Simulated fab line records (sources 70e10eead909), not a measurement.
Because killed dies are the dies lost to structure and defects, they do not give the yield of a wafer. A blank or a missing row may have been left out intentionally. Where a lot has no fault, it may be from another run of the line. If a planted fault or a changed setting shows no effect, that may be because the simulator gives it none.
A lot that was struck, set against a sound lot || flow nandHarc || 14 steps out of a route of 1159
Sound: wafers L885.1, L885.3, L885.6. The struck wafers were L886.3, L886.4, L886.5. The cause is given at the end.
Per side, at each step with rows, come the tool, then ch with its chambers, and then its first start. Under that, the readings that differ: sound wafers || struck wafers || difference of the means || sigmas: that difference in standard deviations of wafers without a fault.
alike: readings with means less than 2 such deviations apart, plus words and numbers identical on both sides. not compared: withheld readings, readings lacking a value on some wafer, bounds such as >300 that could conceal the same value, and numbers that have no deviation in the record and whose values overlap.
The two part at a step that has a row with sigmas, a row that says differs or no value, or rows on one side only. Numbers that have no deviation but don't overlap get no sigmas and don't part them. A reading missing from all wafers of one side parts the sides only when that side holds two or more wafers.

first, 4 steps without rows for these wafers: NHARC_A_STAIRCASE_EXPOSE_06 (exposes mask STAIR); NHARC_A_STAIRCASE_PEB_07 (peb time 130 s); NHARC_A_STAIRCASE_DEVELOP_08 (time 140 s); NHARC_A_STAIRCASE_HARDBAKE_10 (time 140 s).
NHARC_A_STAIRCASE_DESCUM_11: chemistry O2, time 3 s.
  sound on rieDiel-11 ch 0,1, day 14 04:47; struck on rieDiel-11 ch 0,1,3, day 14 09:47
  alike: drypumpMotorCurrentA, oesProductAu, rfVppV, showerheadPlenumPTorr, throttleValvePct
  not compared: rfHoursCounterH
NHARC_A_STAIRCASE_TRIM_12: chemistry O2, time 211.2 s.
  sound on rieDiel-11 ch 2,3, day 14 04:53; struck on rieDiel-11 ch 0,2, day 14 09:52
  alike: chamberPressureMTorr, drypumpMotorCurrentA, oesProductAu, rfVppV, showerheadPlenumPTorr, throttleValvePct
  not compared: rfHoursCounterH
NHARC_A_STAIRCASE_ETCH_13: etches the open film in C4F8/O2, target depth 100 nm, time 40.5 s.
  sound on rieDiel-11 ch 1,2; struck on rieDiel-11 ch 0,3
  alike: oesProductAu, rfVppV
  not compared: rfHoursCounterH
then, 3 steps without rows for these wafers: NHARC_A_STAIRCASE_TRIM_14 (chemistry O2, time 211.2 s); NHARC_A_STAIRCASE_ETCH_15 (etches the open film in C4F8/O2, target depth 100 nm, time 40.5 s); NHARC_A_STAIRCASE_TRIM_16 (chemistry O2, time 211.2 s).
NHARC_A_STAIRCASE_ETCH_17: etches the open film in C4F8/O2, target depth 100 nm, time 40.5 s.
  sound on rieDiel-11 ch 1,2,3; struck on rieDiel-11 ch 1,2
  alike: oesProductAu, rfVppV
  not compared: rfHoursCounterH
NHARC_A_STAIRCASE_TRIM_18: chemistry O2, time 211.2 s.
  sound on rieDiel-11 ch 0,2,3, day 14 05:43; struck on rieDiel-11 ch 1,3, day 14 10:45
  no value came back on the struck wafers for any of 7 readings (biasW (W), chamberPressureMTorr (mTorr) and others); on the sound wafers biasW (W) reads 0 0 0
  not compared: rfHoursCounterH
NHARC_A_STAIRCASE_ETCH_19: etches the open film in C4F8/O2, target depth 100 nm, time 40.5 s.
  sound on rieDiel-11 ch 0,1,3; struck on rieDiel-11 ch 0,1,2
  alike: oesProductAu, rfVppV
  not compared: rfHoursCounterH
-- the record jumps here: 13 days lie between the struck wafers' starts before and after (it left off in module A_STAIRCASE and takes up again in module END, whose first step shown is number 1159 of the route) --
NHARC_END_SORT_01:
  the record has rows for the struck wafers here (prober-02 ch 0, day 27 00:43) and none for the sound ones

== WHERE THEY PART ==
Earliest at NHARC_A_STAIRCASE_TRIM_18; latest, in this record, at NHARC_END_SORT_01.

WHY: whatever the simulator had introduced
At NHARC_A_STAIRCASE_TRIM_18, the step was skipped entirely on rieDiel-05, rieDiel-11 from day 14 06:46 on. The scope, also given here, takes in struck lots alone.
